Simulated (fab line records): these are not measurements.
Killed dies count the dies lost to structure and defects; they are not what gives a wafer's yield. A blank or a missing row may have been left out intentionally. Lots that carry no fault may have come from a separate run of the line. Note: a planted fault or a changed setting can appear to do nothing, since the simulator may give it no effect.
The tool behind it: which one?	flow n5-finfet	24 lots (72 wafers sampled), 1 step of a 1938-step route

## WHAT THE GAUGES SHOWED, per wafer
N5_BEOL_M4_CD_MEAS_11: the cd target is 16.79 nm. Usual: cd-nm reads 16.79 nm (standard deviation 0.23).
lot	measured	on	cd-nm (nm)	flag
L074	day 7 13:21	cd-sem-03	16.68 16.43 16.47	
L075	day 7 17:20	cd-sem-02	17.04 16.86 17.12	
L076	day 8 04:50	cd-sem-01	16.76 16.04 17.10	
L078	day 8 16:03	cd-sem-03	16.62 16.75 16.20	
L077	day 8 17:00	cd-sem-02	16.78 17.07 16.63	
L079	day 9 01:59	cd-sem-01	16.81 16.65 16.69	
L080	day 9 07:50	cd-sem-01	16.50 17.13 16.26	
L081	day 9 11:02	cd-sem-02	16.70 16.76 16.92	
L084	day 9 15:35	cd-sem-03	16.86 16.93 16.97	
L082	day 9 20:26	cd-sem-01	17.17 17.20 16.61	
L083	day 10 02:43	cd-sem-02	16.77 16.60 16.67	
L085	day 10 10:30	cd-sem-02	16.79 16.88 16.67	
L086	day 10 13:19	cd-sem-03	17.00 16.90 16.98	
L087	day 11 01:45	cd-sem-01	16.78 16.82 16.70	
L088	day 11 05:18	cd-sem-02	16.45 16.71 17.25	
L089	day 11 07:33	cd-sem-03	17.04 17.18 16.63	
L090	day 11 09:48	cd-sem-02	16.77 16.71 16.55	
L091	day 11 20:34	cd-sem-01	16.83 16.49 16.88	
L092	day 12 04:14	cd-sem-02	16.94 16.77 16.67	
L095	day 12 15:28	cd-sem-01	17.23 16.64 16.52	
L093	day 12 18:45	cd-sem-02	16.78 16.51 17.05	
L094	day 12 21:45	cd-sem-02	16.93 16.68 16.83	
L096	day 13 02:31	cd-sem-02	16.70 17.02 17.02	
L097	day 13 09:22	cd-sem-01	16.46 16.72 16.87	

## EACH LOT AND THE TOOL THAT RAN IT (in order: tool; ch and the chambers of the sampled wafers; start)
The record shows no process step preceding these readings.

## AS READ BY THE TOOLS THEMSELVES (means over the sampled wafers that have a number; for cases with no such wafer, the mark the record gives instead)
The record holds no such reading with a usual standard deviation.

## THE ANSWER, worked out from the rows above alone
Rule: a lot is off if the mean of its wafers that have a number lies more than 3 standard deviations from the usual mean. A lot without any number at a reading at which 4 lots or more have one is off too. The other lots that the step has rows for count as sound. First the gauges in route order, then the tools' own readings, where a lot's mean is used as printed above. The first step at which some lot is off is used, and at that step the reading that is off furthest; a lot without a number counts as furthest.
Nothing can be told from this: no lot is off at any reading shown.

## WHAT THE SIMULATOR PUT IN
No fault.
